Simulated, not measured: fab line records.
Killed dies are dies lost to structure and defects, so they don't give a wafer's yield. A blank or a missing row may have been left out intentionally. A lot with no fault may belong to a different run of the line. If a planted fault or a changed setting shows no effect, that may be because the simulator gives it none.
fab line records | flow n5_finfet
[record] lots = 13 wafers = 39 last_day = 17
route steps=1938 shown ZERO_LAYER@13 WELL_APT@32 PASSIVATION@1936
lots that met no fault: from a run of the same line without faults
start_h: start of the lot's first displayed wafer, in hours after the record's first day | wait_h: how many hours have passed since the lot's step before this one | " as in the row above | L1.1+2: a row that stands for several wafers | - no value, or no start was given | * or withheld: withheld | < > ~ a bound
route shown NAME@n: NAME is a module with steps in the file, n the number in the route of the first one | usual: mean and standard deviation over wafers with no fault | same: alike in all rows | chamber/n: place in a boat | sites: the reading at each site | _std_site: standard deviation across them | _edge_site: mean of outer sites minus mean of inner sites | radius_mm: for every site, how far away it sits from the centre of the wafer | mask NAME#n: copy n | behind: tool/chamber where the wafer was last shaped | hold: why the lot went on hold/how many hours it stayed there/how the hold came to an end | device: transistor that didn't switch, given as n, p or np | end of line: the same wafers' tests at the end of the route | a step without rows: its recipe alone | killed: dies that structure and defects cost at the first sort, which is not the same as the wafer's yield | map: dies across one wafer; x = killed, . = not, _ = none there
set.NAME: the setting that was run; set.NAME@STEP: the one run at that earlier step | model.NAME: the simulator's own value behind a step, which no gauge read
steps of the route over a sample of lots; a table a step, a row a wafer
services: from which hour (start_h, from the record's first day; less than 0 if before it) a tool's chamber was out of use, for how many hours, and why
[[steps]]
[step N5_ZERO_LAYER_CD_MEAS_11]
[recipe] target_cd_nm = 2000 landing_energy_ev = 500 detector = se_inlens
[usual] cd_nm = 2000.5/1.5
// columns lot.wafer tool chamber start_h wait_h cd_nm
L524.1 cd_sem-01 0 12.77 - 1997.6
L524.3 " 0 " " 1999.4
L524.6 " 0 " " 1997.7
L526.2 cd_sem-01 0 24.79 - 1999.4
L526.3 " 0 " " 2000.6
L526.6 " 0 " " 1999.5
L527.3 cd_sem-02 0 30.78 - 2003.5
L527.4 " 0 " " 2000.5
L527.6 " 0 " " 2002.2
L530.1 cd_sem-03 0 48.66 - 2001.7
L530.4 " 0 " " 2002.1
L530.6 " 0 " " 2002.2
L531.4 cd_sem-03 0 54.66 - 2000.5
L531.5 " 0 " " 2001.2
L531.6 " 0 " " 2001.9
L532.2 cd_sem-02 0 60.67 - 2001.9
L532.3 " 0 " " 2002.5
L532.6 " 0 " " 2000.6
L541.2 cd_sem-01 0 114.64 - 2001.6
L541.5 " 0 " " 2001.3
L541.6 " 0 " " 2001.3
L542.1 cd_sem-01 0 120.77 - 2002.8
L542.4 " 0 " " 2000.6
L542.6 " 0 " " 2001.3
L543.3 cd_sem-01 0 126.77 - 1998.9
L543.4 " 0 " " 1999.9
L543.6 " 0 " " 1999.0
L544.1 cd_sem-02 0 132.78 - 2002.0
L544.2 " 0 " " 2002.7
L544.6 " 0 " " 2001.7
L545.1 cd_sem-02 0 138.77 - 2001.0
L545.2 " 0 " " 1999.8
L545.4 " 0 " " 2000.4
L546.2 cd_sem-03 0 144.64 - 1996.1
L546.4 " 0 " " 1999.6
L546.5 " 0 " " 1998.2
L547.1 cd_sem-03 0 150.64 - 1999.9
L547.2 " 0 " " 1999.4
L547.5 " 0 " " 1998.6
[step N5_ZERO_LAYER_STRIP_24]
[recipe] chemistry = O2 power_w = 1000 temp_c = 250 overash_fraction = 0.3 pressure_mtorr = 1000 o2_flow_sccm = 6750
[usual] drypump_motor_current_A = 6.2/0.41 heater_power_w = 338/21 oes_product_au = 0.648/0.0048 strip_time_to_endpoint_s = 43.85/0.082 temp_c = 250.01/0.17
// columns lot.wafer tool chamber start_h wait_h drypump_motor_current_A heater_power_w oes_product_au rf_hours_counter_h strip_time_to_endpoint_s temp_c
L524.1 plasma_asher-02 1 13.02 0.1 6.4 306 0.644 80 43.96 249.87
L524.3 " 1 " " 6.5 307 0.655 - 44.00 250.05
L524.6 " 0 " " 6.4 330 0.638 - 43.99 249.87
L526.2 plasma_asher-01 1 25.04 0.1 6.5 341 0.644 26 43.85 250.09
L526.3 " 1 " " 6.5 339 0.650 - 43.71 250.04
L526.6 " 1 " " 6.5 340 0.643 - 43.77 250.06
L527.3 plasma_asher-01 1 31.05 0.1 6.5 336 0.644 - 43.91 250.22
L527.4 " 0 " " 5.6 371 0.654 - 43.91 250.01
L527.6 " 1 " " 6.4 330 0.641 - 43.85 249.95
L530.1 plasma_asher-02 1 48.95 0.1 6.5 313 0.644 88 43.86 250.19
L530.4 " 0 " " 6.4 333 0.645 - 43.89 249.98
L530.6 " 1 " " 6.5 314 0.654 - 43.85 250.17
L531.4 plasma_asher-01 1 54.93 0.1 6.5 332 0.649 - 43.87 249.85
L531.5 " 0 " " 5.6 367 0.642 - 43.85 249.74
L531.6 " 1 " " 6.5 338 0.651 - 43.77 249.96
L532.2 plasma_asher-01 0 60.95 0.1 5.5 370 0.647 32 43.75 250.16
L532.3 " 1 " " 6.5 332 0.644 - 43.82 250.19
L532.6 " 0 " " 5.6 370 0.651 - 43.83 250.18
L541.2 plasma_asher-01 0 115.09 0.3 5.6 372 0.641 43 43.86 250.00
L541.5 " 1 " " 6.5 342 0.650 - 43.89 250.09
L541.6 " 0 " " 5.5 361 0.645 - 43.90 250.13
L542.1 plasma_asher-02 0 121.02 0.1 6.3 327 0.651 102 43.90 250.17
L542.4 " 1 " " 6.5 309 0.643 - 43.85 249.96
L542.6 " 1 " " 6.5 309 0.647 - 43.89 250.25
L543.3 plasma_asher-02 0 127.04 0.1 6.4 326 0.655 - 43.97 249.80
L543.4 " 1 " " 6.5 299 0.644 - 43.85 250.01
L543.6 " 0 " " 6.4 335 0.644 - 43.92 249.79
L544.1 plasma_asher-01 1 133.03 0.1 6.5 336 0.646 46 43.80 249.80
L544.2 " 0 " " 5.5 368 0.655 46 43.92 249.88
L544.6 " 0 " " 5.5 369 0.644 - 43.86 249.69
L545.1 plasma_asher-02 0 139.02 0.1 6.4 329 0.659 105 43.82 250.03
L545.2 " 1 " " 6.5 308 0.651 105 43.82 249.94
L545.4 " 0 " " 6.4 330 0.639 - 43.84 250.07
L546.2 plasma_asher-02 0 145.02 0.2 6.4 321 0.650 107 43.87 250.04
L546.4 " 0 " " 6.4 332 0.648 - 43.83 250.45
L546.5 " 1 " " 6.5 315 0.651 - 43.90 250.25
L547.1 plasma_asher-02 0 151.63 0.4 6.4 327 0.646 110 43.89 249.98
L547.2 " 1 " " 6.5 318 0.656 110 44.02 249.78
L547.5 " 1 " " 6.5 308 0.651 - 43.93 249.84
[step N5_WELL_APT_IMPLANT_14]
[recipe] species = P energy_kev = 160 dose_cm2 = 1.5e+13 tilt_deg = 0 rotation_deg = 0
// columns lot.wafer tool chamber start_h wait_h
L524.1+3+6 implanter-01 0 14.08 0.1
L526.2+3+6 implanter-01 0 26.61 0.1
L527.3+4+6 implanter-02 0 32.58 0.1
L527.3+4+6 implanter-02 0 32.96 0.3
L530.1+4+6 implanter-02 0 49.93 0.1
L531.4+5+6 implanter-02 0 56.01 0.2
L531.4+5+6 implanter-02 0 56.39 0.3
L532.2+3+6 implanter-02 0 61.84 0.1
L541.2+5+6 implanter-01 0 115.97 0.1
L542.1+4+6 implanter-01 0 121.99 0.1
L543.3+4+6 implanter-01 0 128.17 0.1
L544.1+2+6 implanter-02 0 134.12 0.1
L545.1+2+4 implanter-02 0 140.00 0.1
L546.2+4+5 implanter-01 0 146.04 0.1
L547.1+2+5 implanter-02 0 152.67 0.1
[step N5_WELL_APT_INSPECT_27]
[recipe] mode = adi inspect_instrument = macro
[usual] raw_defect_count = 1.9/1.3
// columns lot.wafer tool chamber start_h wait_h raw_defect_count
L524.1 defect_inspect-02 - 15.36 0.0 1
L524.3 " - " " 2
L524.6 " - " " 2
L526.2 defect_inspect-01 - 27.75 0.0 2
L526.3 " - " " 3
L526.6 " - " " 1
L527.3 defect_inspect-02 - 33.89 0.0 2
L527.4 " - " " 3
L527.6 " - " " 2
L530.1 defect_inspect-02 - 51.06 0.0 3
L530.4 " - " " 0
L530.6 " - " " 2
L531.4 defect_inspect-02 - 57.29 0.0 0
L531.5 " - " " 1
L531.6 " - " " 0
L532.2 defect_inspect-02 - 62.81 0.0 1
L532.3 " - " " 1
L532.6 " - " " 2
L541.2 defect_inspect-02 - 116.94 0.0 2
L541.5 " - " " 2
L541.6 " - " " 3
L542.1 defect_inspect-01 - 123.11 0.0 2
L542.4 " - " " 0
L542.6 " - " " 3
L543.3 defect_inspect-02 - 129.10 0.0 1
L543.4 " - " " 1
L543.6 " - " " 6
L544.1 defect_inspect-01 - 135.11 0.0 2
L544.2 " - " " 1
L544.6 " - " " 1
L545.1 defect_inspect-02 - 140.98 0.0 2
L545.2 " - " " 3
L545.4 " - " " 1
L546.2 defect_inspect-02 - 147.14 0.0 2
L546.4 " - " " 1
L546.5 " - " " 3
L547.1 defect_inspect-02 - 153.82 0.0 5
L547.2 " - " " 2
L547.5 " - " " 4
[step N5_PASSIVATION_PROBE_49]
[usual] killed_at_M0_to_M3 = 33/8.9 killed_at_M4_up = 15/5.4 killed_at_contacts = 13/5.8 killed_at_front_end = 39/9.9 killed_at_other = 3.2/2.9 killed_dies = 102/15 killed_open = 68/12 killed_short = 34/7.6
[same] gross_dies = 1180 killed_at_back_side = 0
// columns lot.wafer tool chamber start_h wait_h killed_at_M0_to_M3 killed_at_M4_up killed_at_contacts killed_at_front_end killed_at_other killed_dies killed_open killed_short
L524.1 prober-01 - 263.01 0.0 24 24 14 41 4 107 79 28
L524.3 prober-01 - 263.11 0.1 27 12 11 33 3 86 56 30
L524.6 prober-01 - 263.26 0.3 45 11 9 21 8 94 59 34
L526.2 prober-02 - 268.61 0.1 33 15 15 55 0 118 88 30
L526.3 prober-02 - 268.66 0.1 28 20 22 48 1 119 84 35
L526.6 prober-02 - 268.81 0.3 17 27 11 35 0 90 63 27
L527.3 prober-02 - 286.52 0.1 40 16 7 20 10 93 67 26
L527.4 prober-02 - 286.57 0.2 44 18 13 29 6 110 70 38
L527.6 prober-02 - 286.67 0.3 29 12 4 26 7 78 50 27
L530.1 prober-02 - 306.13 0.0 34 11 6 32 3 86 49 37
L530.4 prober-02 - 306.28 0.2 22 16 9 39 5 91 61 29
L530.6 prober-02 - 306.38 0.3 17 17 19 37 1 91 65 24
L531.4 prober-01 - 318.07 0.2 39 8 12 38 5 102 55 47
L531.5 prober-01 - 318.12 0.2 36 13 16 45 4 114 79 35
L531.6 prober-01 - 318.17 0.3 24 12 16 46 3 101 69 32
L532.2 prober-01 - 324.75 0.1 29 11 12 36 0 88 54 33
L532.3 prober-01 - 324.80 0.1 25 6 4 29 2 66 42 24
L532.6 prober-01 - 324.95 0.3 24 7 20 28 4 83 55 27
L541.2 prober-02 - 364.78 0.1 40 14 23 40 1 118 89 28
L541.5 prober-02 - 364.93 0.2 42 15 15 48 0 120 75 44
L541.6 prober-02 - 364.98 0.3 45 13 18 45 3 124 87 34
L542.1 prober-01 - 369.10 0.0 34 10 10 32 9 95 54 40
L542.4 prober-01 - 369.25 0.2 29 9 17 40 1 96 59 36
L542.6 prober-01 - 369.35 0.3 50 9 17 21 0 97 66 29
L544.1 prober-02 - 396.61 0.0 39 16 7 36 5 103 77 26
L544.2 prober-02 - 396.66 0.1 41 16 21 34 6 118 80 38
L544.6 prober-02 - 396.86 0.3 35 13 12 36 4 100 71 29
L546.2 prober-02 - 402.13 0.1 25 13 20 50 4 112 73 39
L546.4 prober-02 - 402.23 0.2 42 7 25 41 1 116 75 41
L546.5 prober-02 - 402.28 0.2 38 10 23 41 3 115 82 33
L543.3 prober-01 - 402.58 0.1 15 12 21 41 4 93 59 33
L543.4 prober-01 - 402.63 0.2 41 12 16 41 5 115 77 37
L543.6 prober-01 - 402.73 0.3 27 11 22 37 4 101 78 21
L547.1 prober-02 - 403.86 0.0 25 10 12 45 0 92 62 30
L547.2 prober-02 - 403.91 0.1 28 3 13 29 2 75 50 25
L547.5 prober-02 - 404.06 0.2 34 12 10 49 1 106 68 38
L545.1 prober-01 - 405.58 0.0 42 19 34 53 0 148 93 54
L545.2 prober-01 - 405.63 0.1 30 19 17 48 2 116 74 42
L545.4 prober-01 - 405.73 0.2 47 18 17 46 1 129 98 30
// killed by level:class
L524.1 BEOL_M0_SAQP:geometric_particle:open=9 FIN_SAQP:geometric_particle:open=8 MOL_CONTACT_COAG:geometric_particle:open=8 BEOL_M4:geometric_particle:open=8 STARTING-WAFER:geometric_particle:open=7 MOL_CONTACT_COAG:geometric_particle:short=6 STI_FIN_REVEAL:geometric_particle:open=5 BEOL_M5:geometric_particle:open=5
L524.3 BEOL_M0_SAQP:geometric_particle:open=12 MOL_CONTACT_COAG:geometric_particle:open=9 BEOL_M0_SAQP:geometric_particle:short=8 FIN_SAQP:geometric_particle:short=7 STI_FIN_REVEAL:geometric_particle:open=5 DUMMY_GATE:geometric_particle:open=5 FIN_SAQP:geometric_particle:open=4 BEOL_M3:geometric_particle:open=4
L524.6 BEOL_M0_SAQP:geometric_particle:short=10 BEOL_M0_SAQP:geometric_particle:open=9 MOL_CONTACT_COAG:geometric_particle:open=8 BEOL_M3:geometric_particle:open=8 BEOL_M1:geometric_particle:open=6 BEOL_M3:geometric_particle:short=6 PASS1_CAP:geometric_particle:open=5 STARTING-WAFER:geometric_particle:open=5
L526.2 MOL_CONTACT_COAG:geometric_particle:open=14 DUMMY_GATE:geometric_particle:open=13 BEOL_M1:geometric_particle:open=13 STI_FIN_REVEAL:geometric_particle:open=9 BEOL_M4:geometric_particle:open=9 GATE_CUT:geometric_particle:short=9 FIN_SAQP:geometric_particle:short=8 BEOL_M2:geometric_particle:open=7
L526.3 STI_FIN_REVEAL:geometric_particle:open=21 MOL_CONTACT_COAG:geometric_particle:open=15 BEOL_M4:geometric_particle:open=14 GATE_CUT:geometric_particle:short=8 MOL_CONTACT_COAG:geometric_particle:short=7 BEOL_M0_SAQP:geometric_particle:open=6 BEOL_M2:geometric_particle:open=6 DUMMY_GATE:geometric_particle:open=4
L526.6 BEOL_M4:geometric_particle:open=20 STI_FIN_REVEAL:geometric_particle:open=10 MOL_CONTACT_COAG:geometric_particle:open=10 FIN_SAQP:geometric_particle:short=7 BEOL_M0_SAQP:geometric_particle:open=6 DUMMY_GATE:geometric_particle:open=4 GATE_CUT:geometric_particle:short=3 STARTING-WAFER:geometric_particle:short=3
L527.3 BEOL_M0_SAQP:geometric_particle:open=13 FIN_SAQP:geometric_particle:open=9 BEOL_M0_SAQP:geometric_particle:short=8 BEOL_M2:geometric_particle:open=7 MOL_CONTACT_COAG:geometric_particle:open=6 BEOL_M4:geometric_particle:open=6 PAD_METAL:geometric_particle:open=6 BEOL_M2:geometric_particle:short=4
L527.4 MOL_CONTACT_COAG:geometric_particle:open=11 BEOL_M2:geometric_particle:short=8 BEOL_M0_SAQP:geometric_particle:open=7 BEOL_M2:geometric_particle:open=7 DUMMY_GATE:geometric_particle:open=6 BEOL_M0_SAQP:geometric_particle:short=6 STARTING-WAFER:geometric_particle:open=6 GATE_CUT:geometric_particle:short=5
L527.6 BEOL_M0_SAQP:geometric_particle:short=6 BEOL_M2:geometric_particle:open=6 DUMMY_GATE:geometric_particle:open=5 GATE_CUT:geometric_particle:short=5 BEOL_M0_SAQP:geometric_particle:open=5 BEOL_M3:geometric_particle:open=5 FIN_SAQP:geometric_particle:open=4 MOL_CONTACT_COAG:geometric_particle:open=4
L530.1 BEOL_M3:geometric_particle:open=8 FIN_SAQP:geometric_particle:short=6 STI_FIN_REVEAL:geometric_particle:open=6 BEOL_M0_SAQP:geometric_particle:open=6 BEOL_M1:geometric_particle:short=5 STARTING-WAFER:geometric_particle:short=5 GATE_CUT:geometric_particle:short=4 BEOL_M1:geometric_particle:open=4
L530.4 STI_FIN_REVEAL:geometric_particle:open=15 BEOL_M4:geometric_particle:open=9 FIN_SAQP:geometric_particle:short=8 MOL_CONTACT_COAG:geometric_particle:open=6 DUMMY_GATE:geometric_particle:open=4 BEOL_M1:geometric_particle:open=4 BEOL_M2:geometric_particle:open=4 MOL_CONTACT_COAG:geometric_particle:short=3
L530.6 MOL_CONTACT_COAG:geometric_particle:open=16 STI_FIN_REVEAL:geometric_particle:open=9 BEOL_M4:geometric_particle:open=7 FIN_SAQP:geometric_particle:open=6 BEOL_M3:geometric_particle:open=5 BEOL_M8:geometric_particle:open=4 FIN_SAQP:geometric_particle:short=3 STI_FIN_REVEAL:geometric_particle:short=3
L531.4 BEOL_M0_SAQP:geometric_particle:short=13 FIN_SAQP:geometric_particle:short=9 BEOL_M0_SAQP:geometric_particle:open=9 FIN_SAQP:geometric_particle:open=8 MOL_CONTACT_COAG:geometric_particle:short=6 MOL_CONTACT_COAG:geometric_particle:open=6 STI_FIN_REVEAL:geometric_particle:open=4 DUMMY_GATE:geometric_particle:open=4
L531.5 BEOL_M0_SAQP:geometric_particle:open=14 MOL_CONTACT_COAG:geometric_particle:open=12 FIN_SAQP:geometric_particle:open=9 STI_FIN_REVEAL:geometric_particle:open=9 BEOL_M4:geometric_particle:open=8 BEOL_M2:geometric_particle:open=8 GATE_CUT:geometric_particle:short=7 BEOL_M0_SAQP:geometric_particle:short=7
L531.6 MOL_CONTACT_COAG:geometric_particle:open=13 FIN_SAQP:geometric_particle:short=12 FIN_SAQP:geometric_particle:open=11 BEOL_M0_SAQP:geometric_particle:open=8 STI_FIN_REVEAL:geometric_particle:open=7 BEOL_M2:geometric_particle:open=6 BEOL_M4:geometric_particle:open=4 STARTING-WAFER:geometric_particle:open=3
L532.2 STI_FIN_REVEAL:geometric_particle:open=10 MOL_CONTACT_COAG:geometric_particle:open=8 BEOL_M0_SAQP:geometric_particle:short=8 BEOL_M2:geometric_particle:open=6 FIN_SAQP:geometric_particle:short=5 STI_FIN_REVEAL:geometric_particle:short=5 MOL_CONTACT_COAG:geometric_particle:short=4 BEOL_M1:geometric_particle:open=4
L532.3 STI_FIN_REVEAL:geometric_particle:open=8 BEOL_M3:geometric_particle:open=7 FIN_SAQP:geometric_particle:short=6 BEOL_M2:geometric_particle:open=6 BEOL_M0_SAQP:geometric_particle:short=5 BEOL_M0_SAQP:geometric_particle:open=4 FIN_SAQP:geometric_particle:open=3 GATE_CUT:geometric_particle:short=3
L532.6 MOL_CONTACT_COAG:geometric_particle:open=12 MOL_CONTACT_COAG:geometric_particle:short=8 BEOL_M1:geometric_particle:open=8 BEOL_M2:geometric_particle:open=7 FIN_SAQP:geometric_particle:open=5 STI_FIN_REVEAL:geometric_particle:short=4 STI_FIN_REVEAL:geometric_particle:open=4 DUMMY_GATE:geometric_particle:open=4
L541.2 MOL_CONTACT_COAG:geometric_particle:open=21 BEOL_M0_SAQP:geometric_particle:open=11 BEOL_M3:geometric_particle:open=11 STI_FIN_REVEAL:geometric_particle:open=10 FIN_SAQP:geometric_particle:short=8 BEOL_M2:geometric_particle:open=8 BEOL_M0_SAQP:geometric_particle:short=7 GATE_CUT:geometric_particle:open=5
L541.5 STI_FIN_REVEAL:geometric_particle:open=13 MOL_CONTACT_COAG:geometric_particle:open=12 BEOL_M0_SAQP:geometric_particle:short=12 BEOL_M0_SAQP:geometric_particle:open=9 BEOL_M3:geometric_particle:open=8 FIN_SAQP:geometric_particle:open=7 GATE_CUT:geometric_particle:short=6 BEOL_M2:geometric_particle:open=6
L541.6 MOL_CONTACT_COAG:geometric_particle:open=15 STI_FIN_REVEAL:geometric_particle:open=12 BEOL_M3:geometric_particle:open=12 BEOL_M0_SAQP:geometric_particle:open=10 BEOL_M1:geometric_particle:open=7 FIN_SAQP:geometric_particle:open=6 FIN_SAQP:geometric_particle:short=5 STI_FIN_REVEAL:geometric_particle:short=5
L542.1 BEOL_M3:geometric_particle:open=13 MOL_CONTACT_COAG:geometric_particle:open=9 FIN_SAQP:geometric_particle:short=7 BEOL_M0_SAQP:geometric_particle:short=5 DUMMY_GATE:geometric_particle:open=4 BEOL_M0_SAQP:geometric_particle:open=4 MIM_TOP_ETCH:geometric_particle:short=4 FIN_SAQP:geometric_particle:open=3
L542.4 FIN_SAQP:geometric_particle:open=13 MOL_CONTACT_COAG:geometric_particle:open=10 FIN_SAQP:geometric_particle:short=7 MOL_CONTACT_COAG:geometric_particle:short=7 BEOL_M0_SAQP:geometric_particle:short=7 BEOL_M2:geometric_particle:open=7 ILD0:geometric_particle:open=5 STI_FIN_REVEAL:geometric_particle:open=4
L542.6 BEOL_M0_SAQP:geometric_particle:open=15 BEOL_M3:geometric_particle:open=13 MOL_CONTACT_COAG:geometric_particle:open=13 BEOL_M0_SAQP:geometric_particle:short=7 FIN_SAQP:geometric_particle:open=5 BEOL_M3:geometric_particle:short=5 MOL_CONTACT_COAG:geometric_particle:short=4 FIN_SAQP:geometric_particle:short=3
L544.1 FIN_SAQP:geometric_particle:open=16 BEOL_M0_SAQP:geometric_particle:open=9 BEOL_M2:geometric_particle:open=6 BEOL_M0:geometric_particle:open=6 BEOL_M3:geometric_particle:open=6 MOL_CONTACT_COAG:geometric_particle:open=5 BEOL_M0_SAQP:geometric_particle:short=5 BEOL_M4:geometric_particle:open=5
L544.2 MOL_CONTACT_COAG:geometric_particle:open=19 BEOL_M0_SAQP:geometric_particle:short=13 FIN_SAQP:geometric_particle:open=10 STI_FIN_REVEAL:geometric_particle:open=9 BEOL_M0_SAQP:geometric_particle:open=7 BEOL_M1:geometric_particle:open=7 BEOL_M1:geometric_particle:short=5 BEOL_M7:geometric_particle:open=5
L544.6 BEOL_M1:geometric_particle:open=12 BEOL_M4:geometric_particle:open=9 STI_FIN_REVEAL:geometric_particle:open=7 MOL_CONTACT_COAG:geometric_particle:open=7 BEOL_M0_SAQP:geometric_particle:open=7 BEOL_M3:geometric_particle:open=6 GATE_CUT:geometric_particle:short=5 MOL_CONTACT_COAG:geometric_particle:short=5
L546.2 MOL_CONTACT_COAG:geometric_particle:open=16 FIN_SAQP:geometric_particle:open=9 FIN_SAQP:geometric_particle:short=9 STI_FIN_REVEAL:geometric_particle:open=8 BEOL_M0_SAQP:geometric_particle:open=6 BEOL_M1:geometric_particle:short=6 BEOL_M5:geometric_particle:open=6 DUMMY_GATE:geometric_particle:open=5
L546.4 MOL_CONTACT_COAG:geometric_particle:open=20 BEOL_M0_SAQP:geometric_particle:open=13 STI_FIN_REVEAL:geometric_particle:open=12 BEOL_M0_SAQP:geometric_particle:short=8 BEOL_M2:geometric_particle:short=7 FIN_SAQP:geometric_particle:short=5 FIN_SAQP:geometric_particle:open=5 MOL_CONTACT_COAG:geometric_particle:short=5
L546.5 MOL_CONTACT_COAG:geometric_particle:open=22 STI_FIN_REVEAL:geometric_particle:open=15 BEOL_M0_SAQP:geometric_particle:short=9 BEOL_M0_SAQP:geometric_particle:open=9 BEOL_M1:geometric_particle:open=6 STI_FIN_REVEAL:geometric_particle:short=5 DUMMY_GATE:geometric_particle:open=5 BEOL_M1:geometric_particle:short=5
L543.3 MOL_CONTACT_COAG:geometric_particle:open=18 FIN_SAQP:geometric_particle:open=13 FIN_SAQP:geometric_particle:short=6 STI_FIN_REVEAL:geometric_particle:open=6 BEOL_M4:geometric_particle:open=6 BEOL_M2:geometric_particle:open=4 BEOL_M4:geometric_particle:short=4 GATE_CUT:geometric_particle:short=3
L543.4 MOL_CONTACT_COAG:geometric_particle:open=15 BEOL_M2:geometric_particle:open=13 BEOL_M0_SAQP:geometric_particle:short=10 FIN_SAQP:geometric_particle:open=8 STI_FIN_REVEAL:geometric_particle:open=8 FIN_SAQP:geometric_particle:short=7 DUMMY_GATE:geometric_particle:open=7 BEOL_M0_SAQP:geometric_particle:open=7
L543.6 MOL_CONTACT_COAG:geometric_particle:open=22 FIN_SAQP:geometric_particle:open=11 BEOL_M4:geometric_particle:open=7 STI_FIN_REVEAL:geometric_particle:open=6 BEOL_M0_SAQP:geometric_particle:open=6 STARTING-WAFER:geometric_particle:open=5 BEOL_M0:geometric_particle:open=4 BEOL_M3:geometric_particle:open=4
L547.1 STI_FIN_REVEAL:geometric_particle:open=11 MOL_CONTACT_COAG:geometric_particle:open=11 FIN_SAQP:geometric_particle:short=8 BEOL_M4:geometric_particle:open=8 BEOL_M0_SAQP:geometric_particle:short=7 STARTING-WAFER:geometric_particle:short=7 DUMMY_GATE:geometric_particle:open=5 BEOL_M1:geometric_particle:open=5
L547.2 MOL_CONTACT_COAG:geometric_particle:open=10 BEOL_M0_SAQP:geometric_particle:open=9 BEOL_M1:geometric_particle:open=8 STI_FIN_REVEAL:geometric_particle:open=6 GATE_CUT:geometric_particle:short=6 GATE_CUT:geometric_particle:open=3 MOL_CONTACT_COAG:geometric_particle:short=3 BEOL_M2:geometric_particle:short=3
L547.5 BEOL_M1:geometric_particle:open=13 FIN_SAQP:geometric_particle:short=12 MOL_CONTACT_COAG:geometric_particle:open=10 STI_FIN_REVEAL:geometric_particle:open=8 BEOL_M4:geometric_particle:open=8 GATE_CUT:geometric_particle:short=7 FIN_SAQP:geometric_particle:open=6 GATE_CUT:geometric_particle:open=5
L545.1 MOL_CONTACT_COAG:geometric_particle:open=26 BEOL_M1:geometric_particle:open=12 BEOL_M4:geometric_particle:short=11 DUMMY_GATE:geometric_particle:open=10 MOL_CONTACT_COAG:geometric_particle:short=8 STI_FIN_REVEAL:geometric_particle:open=7 FIN_SAQP:geometric_particle:short=6 FIN_SAQP:geometric_particle:open=6
L545.2 MOL_CONTACT_COAG:geometric_particle:open=13 BEOL_M2:geometric_particle:open=8 STI_FIN_REVEAL:geometric_particle:open=8 FIN_SAQP:geometric_particle:open=6 DUMMY_GATE:geometric_particle:open=6 BEOL_M3:geometric_particle:open=6 BEOL_M4:geometric_particle:open=6 ILD0:geometric_particle:short=5
L545.4 BEOL_M3:geometric_particle:open=21 DUMMY_GATE:geometric_particle:open=13 MOL_CONTACT_COAG:geometric_particle:open=12 FIN_SAQP:geometric_particle:open=6 BEOL_M0:geometric_particle:open=6 BEOL_M2:geometric_particle:open=6 BEOL_M4:geometric_particle:open=6 STI_FIN_REVEAL:geometric_particle:open=5
[[services]]
// columns tool chamber start_h hours kind
implanter-01 - 20.30 3.4 repair
implanter-01 - 43.59 7.1 pm
implanter-01 - 73.70 3.5 pm
implanter-02 - 113.85 2.3 pm
implanter-02 - 122.14 1.8 repair
implanter-01 - 125.20 0.5 repair
implanter-01 - 137.79 6.3 pm
plasma_asher-01 - 142.48 15.6 pm
implanter-01 - 146.54 2.0 repair
[[key]]
[first_sign] step = N5_WELL_APT_IMPLANT_14 reading = visit direction = added
effect none on later readings
met_at N5_WELL_APT_IMPLANT_14
struck_lots L527,L531
tester_left_out L527,L531
not_acting_at N5_ZERO_LAYER_CD_MEAS_11,N5_ZERO_LAYER_STRIP_24,N5_WELL_APT_INSPECT_27
[fault] kind = repeated_step_whole tool = implanter-01,implanter-02 chamber = - onset_h = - steps = N5_WELL_APT_IMPLANT_14 times = 1 scope = struck_lots_only
// tester_left_out: of these lots the tester's yield and bins aren't shown, on N5 and GAA mostly nor the transistor test; their killed dies are dies lost to structure and defects alone, not to doping, threshold or leakage, so they don't give the yield
